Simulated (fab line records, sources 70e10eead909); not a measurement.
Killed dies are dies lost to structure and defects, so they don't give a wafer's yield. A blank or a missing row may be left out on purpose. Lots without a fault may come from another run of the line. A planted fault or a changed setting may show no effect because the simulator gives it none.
fab line records | flow nand_harc
record lots=24 wafers=72 last_day=24
route steps=1159 shown P_GATE@156 P_CONTACT@234 P_M0@279
lots that met no fault: from a run of the same line without faults
start_h: hours from the record's first day to the start of the lot's first wafer shown | wait_h: hours since the lot's step before | " the same as in the row above | L1.1+2: a row that stands for several wafers | - no value, or no start given | * or withheld: withheld | < > ~ a bound
route shown NAME@n: a module of which the file shows steps, and the number in the route of the first | usual: mean/standard deviation of fault-free wafers | same: alike in all rows | chamber/n: place in a boat | sites: the reading at each site | _std_site: their standard deviation | _edge_site: outer sites' mean less inner sites' | radius_mm: how far each site lies from the wafer's centre | mask NAME#n: copy n | behind: the tool/chamber that last shaped the wafer | hold: why the lot was held/for how many hours/how that ended | device: the transistor (n, p or np) that didn't switch | end of line: the same wafers' tests at the end of the route | a step without rows: its recipe alone | killed: dies lost to structure and defects at the first sort, not the wafer's yield | map: a wafer's dies, x killed, . not, _ none there
set.NAME: the setting as run; set.NAME@STEP: as run at that earlier step | model.NAME: the simulator's own value behind a step, which no gauge read
steps of the route over a sample of lots; a table a step, a row a wafer
services: from which hour (start_h, from the record's first day; less than 0 if before it) a tool's chamber was out of use, for how many hours, and why
## steps
# step NHARC_P_GATE_ETCHBACK_37
# recipe target_depth_a=345 time_s=17.2 chf3_flow_sccm=50 o2_flow_sccm=10 ar_flow_sccm=200 rf_w=500 bias_w=200 chemistry=CHF3/O2
# usual drypump_motor_current_A=6.0/0.42 oes_product_au=0.95/0.035 rf_vpp_V=371.0/2 showerhead_plenum_p_Torr=2.42/0.085 throttle_valve_pct=20.571/0.0081
# columns lot.wafer tool chamber start_h wait_h drypump_motor_current_A oes_product_au rf_hours_counter_h rf_vpp_V showerhead_plenum_p_Torr throttle_valve_pct
L074.4 rie_diel-09 2 - - 6.1 0.99 3 371.9 2.50 20.567
L074.1 " 3 " " 6.3 1.00 2 368.7 2.37 20.580
L074.6 " 1 " " 6.0 0.99 - 370.3 2.34 20.569
L075.4 rie_diel-08 3 - - 6.4 0.92 58 373.5 2.49 20.561
L075.6 " 1 " " 6.4 0.92 - 370.9 2.48 20.575
L075.5 " 2 " " 6.3 0.91 - 369.4 2.28 20.564
L076.3 rie_diel-08 3 - - 6.4 0.93 58 373.6 2.49 20.571
L076.1 " 0 " " 6.0 0.92 58 372.5 2.51 20.564
L076.6 " 2 " " 6.3 0.92 - 367.7 2.28 20.568
L077.3 rie_diel-09 2 - - 6.1 0.99 8 373.4 2.50 20.566
L077.1 " 0 " " 5.4 0.99 8 372.3 2.49 20.580
L077.6 " 2 " " 6.1 0.99 - 372.0 2.50 20.565
L079.4 rie_diel-07 1 - - 4.8 0.93 23 373.3 2.46 20.576
L079.2 " 0 " " 4.7 0.93 22 365.6 2.25 20.564
L079.6 " 2 " " 5.1 0.92 - 371.2 2.44 20.577
L078.2 rie_diel-09 0 - - 5.4 0.92 11 370.9 2.49 20.571
L078.4 " 1 " " 6.0 0.92 11 368.3 2.34 20.574
L078.6 " 1 " " 6.0 0.92 - 369.5 2.34 20.572
L080.1 rie_diel-09 3 - - 6.3 1.00 11 369.3 2.37 20.559
L080.6 " 0 " " 5.4 1.00 - 374.0 2.49 20.573
L080.5 " 1 " " 6.1 0.99 - 369.3 2.34 20.577
L081.1 rie_diel-08 3 - - 6.3 1.00 5 373.3 2.49 20.554
L081.6 " 2 " " 6.3 1.01 - 367.7 2.28 20.561
L081.4 " 0 " " 6.0 0.99 - 374.3 2.51 20.570
L083.3 rie_diel-09 1 - - 6.0 0.92 15 370.0 2.33 20.585
L083.4 " 0 " " 5.5 0.91 14 372.2 2.49 20.564
L083.5 " 1 " " 6.0 0.92 - 369.7 2.33 20.564
L082.4 rie_diel-09 0 - - 5.5 0.93 16 371.3 2.49 20.598
L082.2 " 3 " " 6.3 0.94 15 369.2 2.37 20.577
L082.6 " 0 " " 5.4 0.92 - 372.6 2.49 20.589
L085.1 rie_diel-09 1 - - 6.0 0.92 18 368.9 2.33 20.572
L085.5 " 0 " " 5.4 0.93 - 372.7 2.49 20.575
L085.6 " 1 " " 6.0 0.93 - 369.9 2.33 20.585
L084.4 rie_diel-07 1 - - 4.8 0.93 40 372.5 2.45 20.576
L084.2 " 2 " " 5.1 0.92 41 370.2 2.44 20.568
L084.5 " 3 " " 5.7 0.93 - 368.0 2.27 20.586
L086.2 rie_diel-09 2 - - 6.1 0.93 20 371.5 2.50 20.580
L086.1 " 0 " " 5.4 0.93 19 371.2 2.49 20.563
L086.4 " 1 " " 6.0 0.92 19 370.0 2.33 20.565
L088.4 rie_diel-09 0 - - 5.5 0.94 19 375.5 2.49 20.582
L088.1 " 1 " " 6.0 0.93 19 370.8 2.33 20.567
L088.5 " 1 " " 6.0 0.91 - 369.8 2.33 20.558
L087.2 rie_diel-09 1 - - 6.1 0.92 19 369.7 2.33 20.570
L087.3 " 2 " " 6.1 0.92 20 373.1 2.50 20.577
L087.6 " 0 " " 5.4 0.92 - 373.5 2.49 20.559
L089.4 rie_diel-09 1 - - 6.0 0.93 22 368.7 2.33 20.561
L089.2 " 2 " " 6.1 0.92 22 373.2 2.50 20.564
L089.5 " 0 " " 5.4 0.93 - 372.9 2.49 20.571
L090.1 rie_diel-08 3 - - 6.3 1.01 17 374.2 2.49 20.570
L090.4 " 0 " " 6.0 1.00 26 372.1 2.50 20.562
L090.6 " 0 " " 6.0 0.99 - 371.5 2.50 20.569
L092.4 rie_diel-09 1 - - 6.0 0.92 25 370.4 2.33 20.563
L092.1 " 3 " " 6.3 0.94 25 370.0 2.36 20.580
L092.6 " 2 " " 6.1 0.92 - 372.6 2.49 20.574
L091.1 rie_diel-09 2 - - 6.1 0.92 26 372.2 2.49 20.566
L091.3 " 3 " " 6.3 0.92 26 369.3 2.36 20.571
L091.6 " 1 " " 6.0 0.92 - 369.1 2.33 20.562
L093.3 rie_diel-08 0 - - 6.0 0.93 31 371.0 2.50 20.571
L093.2 " 2 " " 6.3 0.93 34 367.6 2.27 20.576
L093.6 " 3 " " 6.4 0.94 - 372.2 2.48 20.578
L094.3 rie_diel-09 1 - - 6.0 1.00 29 368.6 2.33 20.566
L094.5 " 2 " " 6.1 1.00 - 372.7 2.49 20.579
L094.6 " 3 " " 6.3 1.00 - 368.7 2.36 20.572
L095.2 rie_diel-08 2 - - 6.3 1.01 37 367.4 2.27 20.565
L095.3 " 0 " " 6.0 1.00 36 372.9 2.50 20.585
L095.5 " 3 " " 6.3 1.01 - 373.1 2.48 20.553
L097.4 rie_diel-09 3 - - 6.3 0.92 30 369.1 2.36 20.565
L097.1 " 1 " " 6.0 0.92 30 369.0 2.33 20.574
L097.6 " 2 " " 6.1 0.92 - 373.0 2.49 20.573
L096.2 rie_diel-09 1 - - 6.0 0.92 31 370.1 2.33 20.570
L096.1 " 2 " " 6.1 0.92 30 372.3 2.49 20.583
L096.4 " 0 " " 5.4 0.93 30 373.1 2.49 20.561
# step NHARC_P_GATE_STRIP_111
# recipe power_w=1500 temp_c=110 time_s=250 chemistry=N2/H2
# usual drypump_motor_current_A=5.3/0.37 heater_power_w=98/8.2
# columns lot.wafer tool chamber start_h wait_h drypump_motor_current_A heater_power_w rf_hours_counter_h
L074.1 plasma_asher-01 0 98.64 0.2 5.1 105 55
L074.4 " 1 " " 6.0 82 -
L074.6 " 1 " " 6.0 85 -
L075.4 plasma_asher-01 0 115.42 0.2 5.1 102 -
L075.5 " 0 " " 5.1 100 -
L075.6 " 1 " " 6.0 87 -
L076.1 plasma_asher-01 1 116.66 0.2 5.9 88 2
L076.3 " 0 " " 5.1 103 -
L076.6 " 1 " " 5.9 88 -
L077.1 plasma_asher-02 0 121.79 0.2 5.3 97 36
L077.3 " 0 " " 5.3 98 -
L077.6 " 1 " " 5.0 111 -
L079.2 plasma_asher-01 0 130.52 0.2 5.1 97 7
L079.4 " 0 " " 5.1 97 -
L079.6 " 1 " " 5.9 87 -
L078.2 plasma_asher-02 0 131.38 0.2 5.3 98 39
L078.4 " 0 " " 5.3 96 -
L078.6 " 0 " " 5.3 99 -
L080.1 plasma_asher-01 1 131.97 0.2 5.9 87 8
L080.5 " 1 " " 5.9 87 -
L080.6 " 0 " " 5.1 101 -
L081.1 plasma_asher-02 1 144.64 0.2 5.0 110 42
L081.4 " 1 " " 5.0 111 -
L081.6 " 0 " " 5.3 95 -
L083.3 plasma_asher-01 0 151.32 0.2 5.1 99 -
L083.4 " 1 " " 5.9 88 -
L083.5 " 1 " " 5.9 88 -
L082.2 plasma_asher-02 1 153.85 0.2 5.0 108 45
L082.4 " 0 " " 5.3 96 -
L082.6 " 0 " " 5.3 100 -
L085.1 plasma_asher-02 1 168.52 0.2 5.0 110 51
L085.5 " 1 " " 5.0 109 -
L085.6 " 0 " " 5.3 97 -
L084.2 plasma_asher-01 0 168.90 0.4 5.0 100 20
L084.4 " 1 " " 5.9 88 -
L084.5 " 0 " " 5.1 99 -
L086.1 plasma_asher-01 1 181.02 0.2 6.0 89 24
L086.2 " 0 " " 5.1 102 24
L086.4 " 1 " " 5.9 87 -
L088.1 plasma_asher-01 1 181.72 0.7 5.9 88 25
L088.4 " 0 " " 5.1 99 -
L088.5 " 0 " " 5.1 99 -
L087.2 plasma_asher-02 0 181.73 0.6 5.3 97 55
L087.3 " 1 " " 5.0 111 -
L087.6 " 0 " " 5.3 96 -
L089.2 plasma_asher-01 1 195.60 0.2 5.9 88 32
L089.4 " 0 " " 5.1 101 -
L089.5 " 1 " " 5.9 88 -
L090.1 plasma_asher-02 0 196.15 0.2 5.3 97 1
L090.4 " 1 " " 5.0 110 -
L090.6 " 1 " " 5.0 110 -
L092.1 plasma_asher-02 0 206.48 0.3 5.3 95 4
L092.4 " 1 " " 5.0 109 -
L092.6 " 1 " " 5.0 109 -
L091.1 plasma_asher-01 0 208.96 0.2 5.1 101 36
L091.3 " 0 " " 5.0 99 -
L091.6 " 0 " " 5.1 100 -
L093.2 plasma_asher-02 1 212.55 0.2 5.0 107 7
L093.3 " 1 " " 5.0 109 -
L093.6 " 0 " " 5.3 98 -
L094.3 plasma_asher-01 0 223.33 0.2 5.1 99 -
L094.5 " 0 " " 5.1 99 -
L094.6 " 1 " " 5.9 88 -
L095.2 plasma_asher-01 0 223.73 0.2 5.1 98 41
L095.3 " 1 " " 5.9 88 -
L095.5 " 1 " " 5.9 92 -
L097.1 plasma_asher-02 1 233.92 0.2 5.0 112 12
L097.4 " 0 " " 5.3 96 -
L097.6 " 0 " " 5.3 96 -
L096.2 plasma_asher-02 0 235.22 0.2 5.3 97 13
L096.1 " 1 " " 5.0 107 13
L096.4 " 1 " " 5.0 108 -
# step NHARC_P_GATE_INSPECT_68
# usual raw_defect_count=213/75
# columns lot.wafer tool chamber start_h wait_h raw_defect_count
L074.1 defect_inspect-02 - 104.89 0.2 121
L074.4 " - " " 220
L074.6 " - " " 209
L075.4 defect_inspect-02 - 121.40 0.1 203
L075.5 " - " " 233
L075.6 " - " " 158
L076.1 defect_inspect-02 - 122.73 0.2 183
L076.3 " - " " 162
L076.6 " - " " 166
L077.1 defect_inspect-02 - 127.88 0.2 182
L077.3 " - " " 108
L077.6 " - " " 88
L079.2 defect_inspect-01 - 136.64 0.1 220
L079.4 " - " " 267
L079.6 " - " " 204
L078.2 defect_inspect-02 - 137.75 0.1 173
L078.4 " - " " 90
L078.6 " - " " 276
L080.1 defect_inspect-01 - 138.26 0.2 283
L080.5 " - " " 212
L080.6 " - " " 168
L081.1 defect_inspect-01 - 150.49 0.2 306
L081.4 " - " " 305
L081.6 " - " " 325
L083.3 defect_inspect-02 - 157.31 0.1 182
L083.4 " - " " 133
L083.5 " - " " 84
L082.2 defect_inspect-02 - 159.92 0.1 308
L082.4 " - " " 122
L082.6 " - " " 360
L085.1 defect_inspect-01 - 174.41 0.2 222
L085.5 " - " " 214
L085.6 " - " " 207
L084.2 defect_inspect-01 - 175.26 0.1 167
L084.4 " - " " 124
L084.5 " - " " 168
L086.1 defect_inspect-02 - 187.16 0.2 164
L086.2 " - " " 222
L086.4 " - " " 227
L088.1 defect_inspect-01 - 188.22 0.2 188
L088.4 " - " " 258
L088.5 " - " " 176
L087.2 defect_inspect-02 - 189.01 0.1 293
L087.3 " - " " 300
L087.6 " - " " 304
L089.2 defect_inspect-02 - 201.48 0.1 171
L089.4 " - " " 223
L089.5 " - " " 172
L090.1 defect_inspect-01 - 202.25 0.2 393
L090.4 " - " " 303
L090.6 " - " " 428
L092.1 defect_inspect-01 - 212.70 0.2 196
L092.4 " - " " 189
L092.6 " - " " 208
L091.1 defect_inspect-01 - 214.82 0.2 317
L091.3 " - " " 244
L091.6 " - " " 238
L093.2 defect_inspect-02 - 218.67 0.1 173
L093.3 " - " " 142
L093.6 " - " " 147
L094.3 defect_inspect-01 - 229.49 0.1 154
L094.5 " - " " 177
L094.6 " - " " 182
L095.2 defect_inspect-02 - 230.11 0.1 235
L095.3 " - " " 146
L095.5 " - " " 190
L097.1 defect_inspect-02 - 240.33 0.2 230
L097.4 " - " " 168
L097.6 " - " " 116
L096.1 defect_inspect-01 - 241.40 0.2 132
L096.2 " - " " 222
L096.4 " - " " 147
# step NHARC_P_CONTACT_INSPECT_14
# usual raw_defect_count=3.2/1.8
# columns lot.wafer tool chamber start_h wait_h raw_defect_count
L074.1 defect_inspect-02 - 106.64 0.0 3
L074.4 " - " " 2
L074.6 " - " " 2
L075.4 defect_inspect-01 - 123.22 0.0 4
L075.5 " - " " 6
L075.6 " - " " 4
L076.1 defect_inspect-02 - 124.46 0.0 2
L076.3 " - " " 3
L076.6 " - " " 4
L077.1 defect_inspect-02 - 129.61 0.0 0
L077.3 " - " " 1
L077.6 " - " " 1
L079.2 defect_inspect-01 - 138.38 0.0 5
L079.4 " - " " 4
L079.6 " - " " 2
L078.2 defect_inspect-02 - 139.37 0.0 4
L078.4 " - " " 3
L078.6 " - " " 2
L080.1 defect_inspect-02 - 140.00 0.0 1
L080.5 " - " " 5
L080.6 " - " " 0
L081.1 defect_inspect-02 - 152.22 0.0 1
L081.4 " - " " 3
L081.6 " - " " 3
L083.3 defect_inspect-02 - 159.05 0.0 3
L083.4 " - " " 3
L083.5 " - " " 1
L082.2 defect_inspect-01 - 161.81 0.0 1
L082.4 " - " " 4
L082.6 " - " " 8
L085.1 defect_inspect-01 - 176.14 0.0 2
L085.5 " - " " 7
L085.6 " - " " 5
L084.2 defect_inspect-01 - 177.00 0.0 2
L084.4 " - " " 3
L084.5 " - " " 4
L086.1 defect_inspect-02 - 189.15 0.0 2
L086.2 " - " " 11
L086.4 " - " " 6
L088.1 defect_inspect-01 - 189.97 0.0 1
L088.4 " - " " 4
L088.5 " - " " 6
L087.2 defect_inspect-02 - 190.74 0.0 4
L087.3 " - " " 4
L087.6 " - " " 6
L089.2 defect_inspect-02 - 203.22 0.0 2
L089.4 " - " " 4
L089.5 " - " " 3
L090.1 defect_inspect-01 - 203.86 0.0 4
L090.4 " - " " 1
L090.6 " - " " 1
L092.1 defect_inspect-01 - 214.56 0.0 5
L092.4 " - " " 5
L092.6 " - " " 5
L091.1 defect_inspect-02 - 216.57 0.0 3
L091.3 " - " " 1
L091.6 " - " " 4
L093.2 defect_inspect-01 - 220.60 0.0 4
L093.3 " - " " 0
L093.6 " - " " 0
L094.3 defect_inspect-01 - 231.24 0.0 3
L094.5 " - " " 0
L094.6 " - " " 4
L095.2 defect_inspect-02 - 231.85 0.0 3
L095.3 " - " " 1
L095.5 " - " " 7
L097.1 defect_inspect-01 - 242.05 0.0 3
L097.4 " - " " 3
L097.6 " - " " 2
L096.1 defect_inspect-01 - 243.15 0.0 2
L096.2 " - " " 5
L096.4 " - " " 0
# step NHARC_P_CONTACT_INSPECT_27
# usual raw_defect_count=295/130
# columns lot.wafer tool chamber start_h wait_h raw_defect_count
L074.1 defect_inspect-02 - 117.69 0.1 399
L074.4 " - " " 252
L074.6 " - " " 469
L075.4 defect_inspect-02 - 130.55 0.1 272
L075.5 " - " " 176
L075.6 " - " " 262
L076.1 defect_inspect-02 - 130.68 0.1 202
L076.3 " - " " 340
L076.6 " - " " 365
L077.1 defect_inspect-02 - 132.89 0.1 161
L077.3 " - " " 280
L077.6 " - " " 210
L079.2 defect_inspect-01 - 147.62 0.1 493
L079.4 " - " " 476
L079.6 " - " " 365
L078.2 defect_inspect-01 - 148.12 0.1 541
L078.4 " - " " 565
L078.6 " - " " 578
L080.1 defect_inspect-01 - 148.63 0.1 459
L080.5 " - " " 231
L080.6 " - " " 240
L081.1 defect_inspect-02 - 155.66 0.1 161
L081.4 " - " " 201
L081.6 " - " " 270
L083.3 defect_inspect-02 - 166.41 0.1 232
L083.4 " - " " 163
L083.5 " - " " 198
L082.2 defect_inspect-02 - 168.80 0.1 198
L082.4 " - " " 172
L082.6 " - " " 220
L085.1 defect_inspect-02 - 179.30 0.1 279
L085.5 " - " " 147
L085.6 " - " " 176
L084.2 defect_inspect-01 - 180.16 0.1 164
L084.4 " - " " 276
L084.5 " - " " 288
L086.1 defect_inspect-02 - 192.75 0.1 216
L086.2 " - " " 497
L086.4 " - " " 276
L088.1 defect_inspect-02 - 193.28 0.1 274
L088.4 " - " " 252
L088.5 " - " " 199
L087.2 defect_inspect-01 - 193.98 0.1 310
L087.3 " - " " 208
L087.6 " - " " 468
L089.2 defect_inspect-01 - 209.48 0.1 653
L089.4 " - " " 285
L089.5 " - " " 557
L090.1 defect_inspect-01 - 209.82 0.1 180
L090.4 " - " " 275
L090.6 " - " " 146
L092.1 defect_inspect-01 - 218.76 0.1 318
L092.4 " - " " 412
L092.6 " - " " 443
L091.1 defect_inspect-01 - 220.02 0.1 334
L091.3 " - " " 402
L091.6 " - " " 282
L093.2 defect_inspect-01 - 223.77 0.1 192
L093.3 " - " " 250
L093.6 " - " " 431
L094.3 defect_inspect-02 - 235.71 0.1 213
L094.5 " - " " 380
L094.6 " - " " 236
L095.2 defect_inspect-01 - 240.43 0.1 128
L095.3 " - " " 203
L095.5 " - " " 177
L097.1 defect_inspect-01 - 245.20 0.1 692
L097.4 " - " " 602
L097.6 " - " " 281
L096.1 defect_inspect-01 - 246.47 0.1 276
L096.2 " - " " 219
L096.4 " - " " 336
# step NHARC_P_M0_THK_MEAS_24
# recipe thk_meas_gauge=xrf
# usual thk_nm=117.7/1.4
# columns lot.wafer tool chamber start_h wait_h thk_nm
L074.1 film_metro-02 - 121.24 - 119.8
L074.4 " - " " 118.2
L074.6 " - " " 119.1
L075.4 film_metro-02 - 134.29 - 117.3
L075.5 " - " " 117.6
L075.6 " - " " 118.1
L076.1 film_metro-01 - 134.60 - 116.5
L076.3 " - " " 117.9
L076.6 " - " " 116.0
L077.1 film_metro-01 - 136.37 - 117.5
L077.3 " - " " 120.1
L077.6 " - " " 118.3
L079.2 film_metro-01 - 151.05 - 120.4
L079.4 " - " " 119.8
L079.6 " - " " 118.5
L078.2 film_metro-02 - 151.92 - 116.1
L078.4 " - " " 118.3
L078.6 " - " " 118.4
L080.1 film_metro-01 - 152.22 - 120.3
L080.5 " - " " 119.1
L080.6 " - " " 118.9
L081.1 film_metro-01 - 159.18 - 114.8
L081.4 " - " " 118.5
L081.6 " - " " 118.4
L083.3 film_metro-01 - 169.71 - 118.5
L083.4 " - " " 115.4
L083.5 " - " " 114.5
L082.2 film_metro-01 - 172.34 - 117.5
L082.4 " - " " 118.2
L082.6 " - " " 118.5
L085.1 film_metro-01 - 183.25 - 119.8
L085.5 " - " " 118.5
L085.6 " - " " 118.2
L084.2 film_metro-01 - 183.59 - 117.7
L084.4 " - " " 115.9
L084.5 " - " " 115.9
L086.1 film_metro-02 - 196.15 - 118.1
L086.2 " - " " 116.3
L086.4 " - " " 116.3
L088.1 film_metro-02 - 196.56 - 119.5
L088.4 " - " " 117.6
L088.5 " - " " 117.6
L087.2 film_metro-01 - 197.40 - 118.6
L087.3 " - " " 116.0
L087.6 " - " " 115.9
L089.2 film_metro-01 - 212.79 - 120.1
L089.4 " - " " 120.4
L089.5 " - " " 117.5
L090.1 film_metro-01 - 213.33 - 115.6
L090.4 " - " " 116.3
L090.6 " - " " 115.8
L092.1 film_metro-02 - 222.54 - 119.2
L092.4 " - " " 120.3
L092.6 " - " " 118.7
L091.1 film_metro-02 - 223.31 - 115.0
L091.3 " - " " 116.5
L091.6 " - " " 115.0
L093.2 film_metro-01 - 227.26 - 118.4
L093.3 " - " " 116.2
L093.6 " - " " 118.5
L094.3 film_metro-02 - 239.02 - 117.3
L094.5 " - " " 119.6
L094.6 " - " " 119.0
L095.2 film_metro-01 - 243.74 - 117.8
L095.3 " - " " 116.5
L095.5 " - " " 116.4
L097.1 film_metro-01 - 248.62 - 118.6
L097.4 " - " " 115.5
L097.6 " - " " 115.3
L096.1 film_metro-01 - 249.75 - 119.0
L096.2 " - " " 117.5
L096.4 " - " " 117.3
## services
# columns tool chamber start_h hours kind
rie_diel-09 - 77.10 9.0 pm
rie_diel-09 0 77.10 9.0 vent_cycle
rie_diel-09 1 77.10 9.0 vent_cycle
rie_diel-09 2 77.10 9.0 vent_cycle
rie_diel-09 3 77.10 9.0 vent_cycle
rie_diel-09 0 86.10 - clean
rie_diel-09 1 86.10 - clean
rie_diel-09 2 86.10 - clean
rie_diel-09 3 86.10 - clean
rie_diel-08 3 91.78 2.1 repair
rie_diel-07 - 93.99 0.3 repair
plasma_asher-01 - 99.00 9.0 pm
rie_diel-09 0 110.60 - clean
rie_diel-09 1 110.60 - clean
rie_diel-09 2 110.60 - clean
rie_diel-09 3 110.60 - clean
rie_diel-08 - 124.80 9.0 pm
rie_diel-09 0 135.11 - clean
rie_diel-08 1 136.12 32.4 repair
plasma_asher-02 - 138.19 2.9 repair
rie_diel-08 3 151.84 16.2 repair
plasma_asher-02 - 183.25 9.0 pm
plasma_asher-01 - 218.73 0.5 repair
rie_diel-07 - 228.33 9.0 pm
## key
fault none
